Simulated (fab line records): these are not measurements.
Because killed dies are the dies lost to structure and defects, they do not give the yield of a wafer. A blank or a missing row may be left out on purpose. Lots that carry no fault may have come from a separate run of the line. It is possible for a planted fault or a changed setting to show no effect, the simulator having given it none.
Which tool was responsible? | flow n5 finfet | route of 1938 steps, sampled at 1 step: 12 lots, 36 wafers

== WHAT THE GAUGES SHOWED, per wafer ==
N5_SD_EPI_N_INSPECT_26: inspects for defects (darkfield).
lot  | measured    | on                | raw defect count
L075 | day 3 15:45 | defect inspect-01 | 243 280 289
L077 | day 3 23:08 | defect inspect-01 | 249 178 208
L079 | day 4 11:04 | defect inspect-01 | 155 199 210
L081 | day 4 22:33 | defect inspect-02 | 204 235 184
L083 | day 5 11:58 | defect inspect-01 | 246 192 261
L085 | day 6 02:32 | defect inspect-02 | 190 202 289
L087 | day 6 10:33 | defect inspect-01 | 191 220 152
L089 | day 7 00:26 | defect inspect-01 | 202 187 180
L091 | day 7 14:02 | defect inspect-02 | 195 174 208
L093 | day 8 00:25 | defect inspect-02 | 245 276 264
L095 | day 8 11:44 | defect inspect-01 | 165 211 200
L097 | day 8 22:04 | defect inspect-01 | 205 232 193

== TOOL THAT RAN EACH LOT (tool first, then ch and the chambers of the sampled wafers, then the start) ==
No process step before these readings appears in the record.

== THE ANSWER, worked out from the rows above alone ==
Rule: the usual values come from the lots themselves. Put in order of their means at a reading, lots are off if they are a third of the lots or fewer, leave a main group of 4 or more, and stand apart from it by a gap of 3 or more times the standard deviation of the main group's means; of several such gaps the widest counts. A main group is skipped when, at the precision printed for the reading in the tables above, its means are all equal. Also off: a lot with no number at a reading for which 4 or more lots have one. The other lots that the step has rows for count as sound.
Nothing can be told from this: no lot is off at any reading shown.

== WHAT THE SIMULATOR HAD PUT IN ==
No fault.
